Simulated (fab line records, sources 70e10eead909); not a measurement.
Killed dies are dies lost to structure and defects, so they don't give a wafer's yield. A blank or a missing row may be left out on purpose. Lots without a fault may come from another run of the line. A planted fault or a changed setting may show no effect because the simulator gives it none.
Chamber matching | flow nand_harc | NHARC_A_BONDPAD_CMP_29 on cmp-03: 4 sister chambers
The step polishes SiCN, target thk 200 nm. 4 wafers are shown with their chamber, then 10 later ones without.

WAFERS WITH THEIR CHAMBER
wafer  | chamber | motor_current_A (A)
L083.1 | 1       | 12.0
L091.6 | 2       | 11.4
L092.1 | 0       | 10.4
L092.3 | 3       | 9.8

WAFERS WITHOUT THEIR CHAMBER
wafer  | motor_current_A (A)
L092.4 | 11.8
L094.1 | 11.3
L094.4 | 11.6
L094.6 | 11.5
L096.2 | 9.7
L096.4 | 11.6
L096.5 | 10.2
L097.2 | 10.6
L097.4 | 9.5
L097.6 | 11.4

WHICH CHAMBER EACH WENT THROUGH
wafer  | from the rows above     | in truth
L092.4 | can't be placed: 1 or 2 | 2
L094.1 | 2                       | 2
L094.4 | can't be placed: 2 or 1 | 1
L094.6 | 2                       | 2
L096.2 | 3                       | 3
L096.4 | can't be placed: 2 or 1 | 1
L096.5 | can't be placed: 0 or 3 | 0
L097.2 | 0                       | 0
L097.4 | 3                       | 3
L097.6 | 2                       | 2
Placed correctly: 6 of 10. Can't be placed from these rows: 4 (the true chamber is among the candidates in 4). Placed wrongly: 0.
How it was worked out, from the rows above alone: a wafer's distance from a chamber is the root of the sum, over the readings, of the square of ((its reading less the chamber's mean) divided by the reading's scatter). The wafer belongs to the nearest chamber; if the next one is less than 2 further off, it can't be placed. A chamber's mean is the mean of its shown wafers. The scatter: with one shown wafer a chamber, the root of the mean of the squares of how far each hidden wafer lies from its nearest shown one.
